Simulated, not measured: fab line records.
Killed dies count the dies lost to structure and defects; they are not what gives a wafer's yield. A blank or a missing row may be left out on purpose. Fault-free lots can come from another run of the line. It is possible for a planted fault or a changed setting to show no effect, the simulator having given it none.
Which tool did it? || flow n5-finfet || 15 lots with 43 wafers sampled at 4 steps, on a route of 1938 steps

## WHAT THE GAUGES SHOWED, per wafer
N5_BEOL_M6_CD_MEAS_28: target cd 40 nm.
{"lot": "L461", "measured": "day 9 00:45", "on": "cd-sem-02", "cd-nm (nm)": "39.88 39.57 39.75"}
{"lot": "L462", "measured": "day 9 00:32", "on": "cd-sem-01", "cd-nm (nm)": "39.75 40.13 40.01"}
{"lot": "L465", "measured": "day 9 12:59", "on": "cd-sem-03", "cd-nm (nm)": "40.46 40.82"}
{"lot": "L466", "measured": "day 9 23:17", "on": "cd-sem-02", "cd-nm (nm)": "40.14 39.98 40.05"}
{"lot": "L468", "measured": "day 10 05:31", "on": "cd-sem-03", "cd-nm (nm)": "40.53 40.08 40.11"}
{"lot": "L467", "measured": "day 10 08:22", "on": "cd-sem-01", "cd-nm (nm)": "40.60 40.62 40.57"}
{"lot": "L470", "measured": "day 10 14:57", "on": "cd-sem-01", "cd-nm (nm)": "- - -"}
{"lot": "L469", "measured": "day 10 23:14", "on": "cd-sem-02", "cd-nm (nm)": "- - -"}
{"lot": "L471", "measured": "day 11 01:21", "on": "cd-sem-01", "cd-nm (nm)": "- - -"}
{"lot": "L472", "measured": "day 11 05:37", "on": "cd-sem-02", "cd-nm (nm)": "40.53 40.11 40.08"}
{"lot": "L478", "measured": "day 13 06:26", "on": "cd-sem-01", "cd-nm (nm)": "40.17 39.96 40.48"}
{"lot": "L481", "measured": "day 13 13:16", "on": "cd-sem-01", "cd-nm (nm)": "40.46 40.18 39.95"}
{"lot": "L479", "measured": "day 13 13:26", "on": "cd-sem-02", "cd-nm (nm)": "40.01 40.12 39.85"}
{"lot": "L482", "measured": "day 13 15:22", "on": "cd-sem-01", "cd-nm (nm)": "39.65 39.99 40.16"}
{"lot": "L483", "measured": "day 14 13:49", "on": "cd-sem-01", "cd-nm (nm)": "40.07 40.27"}

## EACH LOT AND THE TOOL THAT RAN IT (in order: tool; ch and the chambers of the sampled wafers; start)
{"lot": "L461", "N5_BEOL_M6_HM_DEP_02": "pvd-sputter-02, day 8 21:02", "N5_BEOL_M6_STRIP_67": "rie-diel-05 ch 0,3, day 8 21:51", "N5_BEOL_M6_EXPOSE_25": "euv-scanner-01 ch 0, day 9 00:37"}
{"lot": "L462", "N5_BEOL_M6_HM_DEP_02": "pvd-sputter-02, day 8 21:08", "N5_BEOL_M6_STRIP_67": "rie-diel-05 ch 0,3, day 8 22:17", "N5_BEOL_M6_EXPOSE_25": "euv-scanner-01 ch 0, day 9 00:25"}
{"lot": "L465", "N5_BEOL_M6_HM_DEP_02": "pvd-sputter-01, day 9 10:59", "N5_BEOL_M6_STRIP_67": "rie-diel-04 ch 0,2, day 9 12:27", "N5_BEOL_M6_EXPOSE_25": "euv-scanner-02 ch 0, day 9 12:52"}
{"lot": "L466", "N5_BEOL_M6_HM_DEP_02": "pvd-sputter-03, day 9 19:23", "N5_BEOL_M6_STRIP_67": "rie-diel-04 ch 0,1,3, day 9 21:05", "N5_BEOL_M6_EXPOSE_25": "euv-scanner-01 ch 0, day 9 23:10"}
{"lot": "L468", "N5_BEOL_M6_HM_DEP_02": "pvd-sputter-03, day 10 03:27", "N5_BEOL_M6_STRIP_67": "rie-diel-04 ch 1,3, day 10 04:32", "N5_BEOL_M6_EXPOSE_25": "euv-scanner-02 ch 0, day 10 05:23"}
{"lot": "L467", "N5_BEOL_M6_HM_DEP_02": "pvd-sputter-02, day 10 05:02", "N5_BEOL_M6_STRIP_67": "rie-diel-03 ch 0,1,3, day 10 05:44", "N5_BEOL_M6_EXPOSE_25": "euv-scanner-02 ch 0, day 10 08:14"}
{"lot": "L470", "N5_BEOL_M6_HM_DEP_02": "pvd-sputter-03, day 10 12:43", "N5_BEOL_M6_STRIP_67": "rie-diel-03 ch 1,2, day 10 13:32", "N5_BEOL_M6_EXPOSE_25": "euv-scanner-01, day 10 14:50"}
{"lot": "L469", "N5_BEOL_M6_HM_DEP_02": "pvd-sputter-01, day 10 21:51", "N5_BEOL_M6_STRIP_67": "rie-diel-03 ch 1,3, day 10 22:40", "N5_BEOL_M6_EXPOSE_25": "euv-scanner-01, day 10 23:06"}
{"lot": "L471", "N5_BEOL_M6_HM_DEP_02": "pvd-sputter-02, day 10 23:57", "N5_BEOL_M6_STRIP_67": "rie-diel-03 ch 0,1, day 11 00:46", "N5_BEOL_M6_EXPOSE_25": "euv-scanner-01, day 11 01:14"}
{"lot": "L472", "N5_BEOL_M6_HM_DEP_02": "pvd-sputter-01, day 11 04:01", "N5_BEOL_M6_STRIP_67": "rie-diel-04 ch 0,2, day 11 04:50", "N5_BEOL_M6_EXPOSE_25": "euv-scanner-01 ch 0, day 11 05:29"}
{"lot": "L478", "N5_BEOL_M6_HM_DEP_02": "pvd-sputter-03, day 13 03:04", "N5_BEOL_M6_STRIP_67": "rie-diel-05 ch 0,1,2, day 13 03:58", "N5_BEOL_M6_EXPOSE_25": "euv-scanner-02 ch 0, day 13 06:19"}
{"lot": "L481", "N5_BEOL_M6_HM_DEP_02": "pvd-sputter-01, day 13 10:17", "N5_BEOL_M6_STRIP_67": "rie-diel-05 ch 0,1,3, day 13 11:14", "N5_BEOL_M6_EXPOSE_25": "euv-scanner-02 ch 0, day 13 13:08"}
{"lot": "L479", "N5_BEOL_M6_HM_DEP_02": "pvd-sputter-02, day 13 10:20", "N5_BEOL_M6_STRIP_67": "rie-diel-04 ch 1,3, day 13 11:23", "N5_BEOL_M6_EXPOSE_25": "euv-scanner-01 ch 0, day 13 13:18"}
{"lot": "L482", "N5_BEOL_M6_HM_DEP_02": "pvd-sputter-01, day 13 13:47", "N5_BEOL_M6_STRIP_67": "rie-diel-03 ch 0,1,2, day 13 14:40", "N5_BEOL_M6_EXPOSE_25": "euv-scanner-01 ch 0, day 13 15:14"}
{"lot": "L483", "N5_BEOL_M6_HM_DEP_02": "pvd-sputter-02, day 14 07:12", "N5_BEOL_M6_STRIP_67": "rie-diel-04 ch 1,2, day 14 08:11", "N5_BEOL_M6_EXPOSE_25": "euv-scanner-01 ch 0, day 14 13:41"}
- N5_BEOL_M6_HM_DEP_02: deposits TiN, target thk 20 nm.
- N5_BEOL_M6_STRIP_67: strips in CF4.
- N5_BEOL_M6_EXPOSE_25: exposes mask V5, target cd 40 nm.

## WHAT THE TOOLS THEMSELVES READ (means of the sampled wafers that have a number; where no wafer has one, the mark that the record gives instead)
N5_BEOL_M6_HM_DEP_02.
{"lot": "L461", "tool": "pvd-sputter-02", "throttle-valve-pct (%)": 30.0}
{"lot": "L462", "tool": "pvd-sputter-02", "throttle-valve-pct (%)": 31.1}
{"lot": "L465", "tool": "pvd-sputter-01", "throttle-valve-pct (%)": 29.0}
{"lot": "L466", "tool": "pvd-sputter-03", "throttle-valve-pct (%)": 31.9}
{"lot": "L468", "tool": "pvd-sputter-03", "throttle-valve-pct (%)": 31.7}
{"lot": "L467", "tool": "pvd-sputter-02", "throttle-valve-pct (%)": 30.7}
{"lot": "L470", "tool": "pvd-sputter-03", "throttle-valve-pct (%)": 30.6}
{"lot": "L469", "tool": "pvd-sputter-01", "throttle-valve-pct (%)": 29.0}
{"lot": "L471", "tool": "pvd-sputter-02", "throttle-valve-pct (%)": 29.2}
{"lot": "L472", "tool": "pvd-sputter-01", "throttle-valve-pct (%)": 29.6}
{"lot": "L478", "tool": "pvd-sputter-03", "throttle-valve-pct (%)": 29.7}
{"lot": "L481", "tool": "pvd-sputter-01", "throttle-valve-pct (%)": 29.7}
{"lot": "L479", "tool": "pvd-sputter-02", "throttle-valve-pct (%)": 30.3}
{"lot": "L482", "tool": "pvd-sputter-01", "throttle-valve-pct (%)": 28.9}
{"lot": "L483", "tool": "pvd-sputter-02", "throttle-valve-pct (%)": 31.0}

N5_BEOL_M6_STRIP_67.
{"lot": "L461", "tool": "rie-diel-05", "chamber-pressure-mTorr (mTorr)": 50.00, "drypump-motor-current-A (A)": 5.8, "oes-product-au (a.u.)": 0.89, "rf-vpp-V (V)": 271.8, "showerhead-plenum-p-Torr (Torr)": 1.79, "throttle-valve-pct (%)": 13.3}
{"lot": "L462", "tool": "rie-diel-05", "chamber-pressure-mTorr (mTorr)": 49.96, "drypump-motor-current-A (A)": 5.8, "oes-product-au (a.u.)": 0.89, "rf-vpp-V (V)": 270.9, "showerhead-plenum-p-Torr (Torr)": 1.79, "throttle-valve-pct (%)": 13.3}
{"lot": "L465", "tool": "rie-diel-04", "chamber-pressure-mTorr (mTorr)": 49.97, "drypump-motor-current-A (A)": 5.8, "oes-product-au (a.u.)": 0.80, "rf-vpp-V (V)": 269.4, "showerhead-plenum-p-Torr (Torr)": 1.75, "throttle-valve-pct (%)": 13.5}
{"lot": "L466", "tool": "rie-diel-04", "chamber-pressure-mTorr (mTorr)": 50.00, "drypump-motor-current-A (A)": 5.3, "oes-product-au (a.u.)": 0.86, "rf-vpp-V (V)": 271.8, "showerhead-plenum-p-Torr (Torr)": 1.80, "throttle-valve-pct (%)": 13.3}
{"lot": "L468", "tool": "rie-diel-04", "chamber-pressure-mTorr (mTorr)": 49.94, "drypump-motor-current-A (A)": 5.0, "oes-product-au (a.u.)": 0.80, "rf-vpp-V (V)": 270.6, "showerhead-plenum-p-Torr (Torr)": 1.77, "throttle-valve-pct (%)": 13.6}
{"lot": "L467", "tool": "rie-diel-03", "chamber-pressure-mTorr (mTorr)": 49.99, "drypump-motor-current-A (A)": 5.6, "oes-product-au (a.u.)": 0.77, "rf-vpp-V (V)": 272.0, "showerhead-plenum-p-Torr (Torr)": 1.81, "throttle-valve-pct (%)": 13.7}
{"lot": "L470", "tool": "rie-diel-03", "chamber-pressure-mTorr (mTorr)": 49.97, "drypump-motor-current-A (A)": 5.5, "oes-product-au (a.u.)": 0.77, "rf-vpp-V (V)": 269.4, "showerhead-plenum-p-Torr (Torr)": 1.72, "throttle-valve-pct (%)": 13.7}
{"lot": "L469", "tool": "rie-diel-03", "chamber-pressure-mTorr (mTorr)": 50.00, "drypump-motor-current-A (A)": 5.8, "oes-product-au (a.u.)": 0.73, "rf-vpp-V (V)": 269.9, "showerhead-plenum-p-Torr (Torr)": 1.75, "throttle-valve-pct (%)": 14.0}
{"lot": "L471", "tool": "rie-diel-03", "chamber-pressure-mTorr (mTorr)": 50.01, "drypump-motor-current-A (A)": 5.8, "oes-product-au (a.u.)": 0.78, "rf-vpp-V (V)": 271.2, "showerhead-plenum-p-Torr (Torr)": 1.78, "throttle-valve-pct (%)": 13.7}
{"lot": "L472", "tool": "rie-diel-04", "chamber-pressure-mTorr (mTorr)": 49.97, "drypump-motor-current-A (A)": 6.0, "oes-product-au (a.u.)": 0.76, "rf-vpp-V (V)": 270.5, "showerhead-plenum-p-Torr (Torr)": 1.73, "throttle-valve-pct (%)": 13.7}
{"lot": "L478", "tool": "rie-diel-05", "chamber-pressure-mTorr (mTorr)": 50.04, "drypump-motor-current-A (A)": 6.2, "oes-product-au (a.u.)": 0.83, "rf-vpp-V (V)": 271.7, "showerhead-plenum-p-Torr (Torr)": 1.78, "throttle-valve-pct (%)": 13.5}
{"lot": "L481", "tool": "rie-diel-05", "chamber-pressure-mTorr (mTorr)": 50.02, "drypump-motor-current-A (A)": 6.1, "oes-product-au (a.u.)": 0.85, "rf-vpp-V (V)": 270.7, "showerhead-plenum-p-Torr (Torr)": 1.83, "throttle-valve-pct (%)": 13.5}
{"lot": "L479", "tool": "rie-diel-04", "chamber-pressure-mTorr (mTorr)": 49.97, "drypump-motor-current-A (A)": 5.2, "oes-product-au (a.u.)": 0.81, "rf-vpp-V (V)": 272.0, "showerhead-plenum-p-Torr (Torr)": 1.82, "throttle-valve-pct (%)": 13.5}
{"lot": "L482", "tool": "rie-diel-03", "chamber-pressure-mTorr (mTorr)": 50.03, "drypump-motor-current-A (A)": 5.6, "oes-product-au (a.u.)": 0.76, "rf-vpp-V (V)": 271.1, "showerhead-plenum-p-Torr (Torr)": 1.77, "throttle-valve-pct (%)": 13.6}
{"lot": "L483", "tool": "rie-diel-04", "chamber-pressure-mTorr (mTorr)": 50.03, "drypump-motor-current-A (A)": 5.6, "oes-product-au (a.u.)": 0.80, "rf-vpp-V (V)": 271.2, "showerhead-plenum-p-Torr (Torr)": 1.80, "throttle-valve-pct (%)": 13.7}

N5_BEOL_M6_EXPOSE_25.
{"lot": "L461", "tool": "euv-scanner-01", "exposure-dose-mJ-cm2": 44.9, "focus-offset-nm (nm)": 0.6}
{"lot": "L462", "tool": "euv-scanner-01", "exposure-dose-mJ-cm2": 44.9, "focus-offset-nm (nm)": 0.7}
{"lot": "L465", "tool": "euv-scanner-02", "exposure-dose-mJ-cm2": 45.6, "focus-offset-nm (nm)": -0.4}
{"lot": "L466", "tool": "euv-scanner-01", "exposure-dose-mJ-cm2": 44.9, "focus-offset-nm (nm)": 0.2}
{"lot": "L468", "tool": "euv-scanner-02", "exposure-dose-mJ-cm2": 45.5, "focus-offset-nm (nm)": 0.3}
{"lot": "L467", "tool": "euv-scanner-02", "exposure-dose-mJ-cm2": 45.6, "focus-offset-nm (nm)": 0.1}
{"lot": "L470", "tool": "euv-scanner-01", "exposure-dose-mJ-cm2": "-", "focus-offset-nm (nm)": "-"}
{"lot": "L469", "tool": "euv-scanner-01", "exposure-dose-mJ-cm2": "-", "focus-offset-nm (nm)": "-"}
{"lot": "L471", "tool": "euv-scanner-01", "exposure-dose-mJ-cm2": "-", "focus-offset-nm (nm)": "-"}
{"lot": "L472", "tool": "euv-scanner-01", "exposure-dose-mJ-cm2": 44.9, "focus-offset-nm (nm)": 0.0}
{"lot": "L478", "tool": "euv-scanner-02", "exposure-dose-mJ-cm2": 45.6, "focus-offset-nm (nm)": 0.2}
{"lot": "L481", "tool": "euv-scanner-02", "exposure-dose-mJ-cm2": 45.5, "focus-offset-nm (nm)": 0.0}
{"lot": "L479", "tool": "euv-scanner-01", "exposure-dose-mJ-cm2": 44.9, "focus-offset-nm (nm)": 0.6}
{"lot": "L482", "tool": "euv-scanner-01", "exposure-dose-mJ-cm2": 44.9, "focus-offset-nm (nm)": -0.1}
{"lot": "L483", "tool": "euv-scanner-01", "exposure-dose-mJ-cm2": 44.9, "focus-offset-nm (nm)": -0.0}

## THE ANSWER, worked out from the rows above alone
Rule: what is usual is taken from the lots themselves. Put in order of their means at a reading, lots are off if they are a third of the lots or fewer, leave a main group of 4 or more, and stand apart from it by a gap of 3 or more times the standard deviation of the main group's means; of several such gaps the widest counts. If all means in a main group match to the digits the tables above print for the reading, that group is not used. Also off: a lot with no number at a reading for which 4 or more lots have one. All remaining lots with rows at the step are treated as sound. First the gauges in route order, then the tools' own readings, where a lot's mean is used as printed above. At the first step where some lot is off, the reading lying furthest off is the one used; lots without a number count as furthest.
Off: L470, L469, L471, at N5_BEOL_M6_CD_MEAS_28 (cd-nm). Without a number there: L470, L469, L471. The main group has a mean of 40.16 nm with a standard deviation of 0.25.
A tool fits if, at a process step before that reading, it ran every lot that is off, and no sound lot after the first of them. The gauges at N5_BEOL_M6_CD_MEAS_28 aren't tried: what is off there is off at N5_BEOL_M6_EXPOSE_25 too, on other tools, and a gauge's error can't cause that. None of those tried fits.

## WHAT THE SIMULATOR HAD INSERTED
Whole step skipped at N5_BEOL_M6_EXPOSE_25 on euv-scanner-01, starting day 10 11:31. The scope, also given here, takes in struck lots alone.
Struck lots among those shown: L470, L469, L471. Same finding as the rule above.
